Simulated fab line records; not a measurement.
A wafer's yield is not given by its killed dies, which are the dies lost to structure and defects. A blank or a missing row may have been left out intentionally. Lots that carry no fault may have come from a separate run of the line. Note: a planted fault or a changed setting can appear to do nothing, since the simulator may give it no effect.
Chamber matching	flow n5Finfet	cmp-04 running N5_PMOS_HMC_CHANNEL_EPI_CMP_21: 4 sister chambers
The step polishes SiGe30, target thk 54 nm. 8 wafers are shown with their chamber, then 7 later ones without.

## WAFERS, EACH WITH ITS CHAMBER
wafer	chamber	motorCurrentA (A)	edgeZonePressureFrac
L078.3	3	13.7	1.006
L078.4	0	11.1	0.998
L088.5	1	10.7	1.003
L092.2	0	11.1	1.001
L092.4	2	12.9	0.999
L092.6	2	12.1	0.995
L093.2	1	10.6	1.000
L093.3	3	13.9	0.989

## WAFERS WHOSE CHAMBER IS MISSING
wafer	motorCurrentA (A)	edgeZonePressureFrac
L093.5	13.8	0.998
L094.2	13.0	0.998
L094.3	10.6	0.994
L094.4	10.5	1.004
L094.1	12.1	1.001
L094.5	10.9	0.995
L094.6	12.8	0.996

## EACH ONE'S CHAMBER
wafer	from the rows above	in truth
L093.5	3	3
L094.2	can't be placed: 2 or 3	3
L094.3	can't be placed: 1 or 0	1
L094.4	can't be placed: 1 or 0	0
L094.1	can't be placed: 2 or 0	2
L094.5	can't be placed: 0 or 1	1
L094.6	2	2
Correctly placed: 2 of 7. Not placeable from these rows: 5 (in 5, the candidates include the true chamber). Number placed wrongly: 0.
How it was worked out, from the rows above alone: a wafer's distance from a chamber is the root of the sum, over the readings, of the square of ((its reading less the chamber's mean) divided by the reading's scatter). If the next closest chamber is less than 2 further off than the closest, the wafer can't be placed; otherwise it belongs to the closest. The mean given for a chamber averages the wafers shown for that chamber. The scatter: the root of (the sum of the squares of (reading less its chamber's mean) over the shown wafers, divided by (wafers less chambers)).
